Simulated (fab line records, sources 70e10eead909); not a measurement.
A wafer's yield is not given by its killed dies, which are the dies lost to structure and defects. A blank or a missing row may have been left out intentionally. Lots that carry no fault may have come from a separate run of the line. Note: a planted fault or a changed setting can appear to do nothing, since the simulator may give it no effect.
A struck lot beside a sound one :: flow nand harc :: 24 out of 1302 route steps
Sound: wafers L594.1, L594.3, L594.5. Struck: wafers L603.2, L603.3, L603.4. Last of all comes the cause.
At each step with rows: each side's tool, then ch and its chambers, then its first start. Under that, the readings that differ: sound wafers :: struck wafers :: difference of the means :: sigmas: that difference in standard deviations of wafers without a fault.
alike: same words and numbers on both sides, and readings whose means sit less than 2 such deviations apart. not compared: any withheld reading, any reading some wafer has no value for, any bound like >300 that may hide the same value, and any number with overlapping values for which the record gives no deviation.
The two part at a step that has a row with sigmas, a row that says differs or no value, or rows on one side only. When numbers do not overlap yet have no deviation, they are printed without sigmas and do not part them. A reading that every wafer of one side lacks parts them only if that side has two wafers or more.

NHARC_P_M1_INSPECT_27:
  sound: defect inspect-01 at day 9 07:30; struck: defect inspect-02 at day 13 02:18
  alike: raw defect count
NHARC_P_M1_PRE_CLEAN_32: time 12 s.
  sound on pecvd-01 ch 0,2, day 9 07:35; struck on pecvd-04 ch 1,2, day 13 02:22
  alike: heater power w
NHARC_P_M1_DEP_33: deposits SiCN, target thk 30 nm.
  sound on pecvd-01 ch 0,2, day 9 07:45; struck on pecvd-04 ch 1,2, day 13 02:27
  alike: heater power w
then, 8 steps without rows for these wafers: NHARC_P_M2_DEP_00 (deposits SiOC, target thk 182.5 nm); NHARC_P_M2_DEHYDRATE_01 (time 120 s); NHARC_P_M2_HMDS_02 (time 30 s); NHARC_P_M2_COAT_34 (time 65 s); NHARC_P_M2_COAT_03 (resist thk 90 nm); NHARC_P_M2_SOFTBAKE_04 (time 55 s); NHARC_P_M2_EBR_05; NHARC_P_M2_EXPOSE_06 (exposes mask P M2, target cd 170 nm).
NHARC_P_M2_PEB_07: peb time 65 s.
  sound on litho track-06 ch 0, day 9 08:59; struck on litho track-06 ch 0, day 13 03:37
then, 1 step without rows for these wafers: NHARC_P_M2_DEVELOP_08 (develop time 35 s).
NHARC_P_M2_CD_MEAS_09: the cd target is 170 nm.
  sound on cd sem-03 ch 0, day 9 09:04; struck on cd sem-02 ch 0, day 13 03:41
reading: cd nm (nm)
sound: 170.0 169.9 170.5
struck: 171.8 171.9 172.8
difference: +2.0
sigmas: +4
NHARC_P_M2_OVL_MEAS_10: pitch 340 nm.
  sound: overlay-01 at day 9 09:09; struck: overlay-02 at day 13 03:47
reading: overlay y nm (nm)
sound: 1.6 1.9 1.7
struck: -0.1 -0.2 0.2
difference: -1.8
sigmas: -2
  alike: overlay x nm
NHARC_P_M2_INSPECT_11:
  sound: defect inspect-02 at day 9 09:11; struck: defect inspect-02 at day 13 03:49
  alike: raw defect count
NHARC_P_M2_DESCUM_14: chemistry O2, time 3 s.
  sound on rie diel-03 ch 1,2,3, day 9 09:16; struck on rie diel-01 ch 1,2,3, day 13 03:53
reading: model.P_M2.cd nm (nm)
sound: 170.8 169.9 170.9
struck: 172.6 172 172.2
difference: +1.7
sigmas: 
  alike: drypump motor current A, oes product au, rf vpp V, showerhead plenum p Torr, throttle valve pct
  not compared: rf hours counter h
NHARC_P_M2_ETCH_35: etches the open film in N2/H2, target depth 40 nm, overetch 12 nm, time 43.94 s.
  sound on rie diel-03 ch 1,2,3, day 9 09:21; struck on rie diel-01 ch 1,2,3, day 13 03:58
  alike: drypump motor current A, oes product au, rf vpp V, showerhead plenum p Torr, throttle valve pct
  not compared: rf hours counter h
NHARC_P_M2_ETCH_15: etches the open film in C4F8/Ar, target depth 182.5 nm, time 91.2 s.
  sound on rie diel-03 ch 0,1,3; struck on rie diel-01 ch 0,1,2
  alike: oes product au, rf vpp V
  not compared: rf hours counter h
NHARC_P_M2_CD_MEAS_16:
  sound: cd sem-01 at day 9 09:33; struck: cd sem-03 at day 13 04:11
reading: cd nm (nm)
sound: 170.7 169.0 171.4
struck: 172.8 172.5 172.2
difference: +2.1
sigmas: +2
NHARC_P_M2_STRIP_18: strips in N2/H2.
  sound on rie diel-01 ch 0,1,2, day 9 09:38; struck on rie diel-01 ch 1,2,3, day 13 04:16
  alike: drypump motor current A, oes product au, rf vpp V, showerhead plenum p Torr, throttle valve pct
  not compared: rf hours counter h
NHARC_P_M2_ETCH_28: etches the open film in CF4/N2, target depth 30 nm, time 72.99 s.
  sound on rie diel-01 ch 1,3; struck on rie diel-01 ch 0,2,3
reading: model.P_M2.cd nm (nm)
sound: 169.3 169.2 170.8
struck: 172.2 171.8 172.1
difference: +2.3
sigmas: 
  alike: cf4 flow sccm, drypump motor current A, oes product au, rf vpp V, showerhead plenum p Torr, throttle valve pct
  not compared: rf hours counter h
then, 1 step without rows for these wafers: NHARC_P_M2_STRIP_19 (strips in post etch residue remover, time 600 s).
-- jump in the record: it breaks off in module P_M2 and resumes in module END (first step shown: number 1302 of the route), and 19 days separate the struck wafers' starts before and after --
NHARC_END_SORT_01:
  at this point the record logs the struck wafers (prober-01 ch 0, day 32 00:11) and has no rows for the sound ones

== WHERE THEY PART ==
At NHARC_P_M2_CD_MEAS_09 first; at NHARC_END_SORT_01 last (within this record only).

WHY: whatever the simulator had introduced
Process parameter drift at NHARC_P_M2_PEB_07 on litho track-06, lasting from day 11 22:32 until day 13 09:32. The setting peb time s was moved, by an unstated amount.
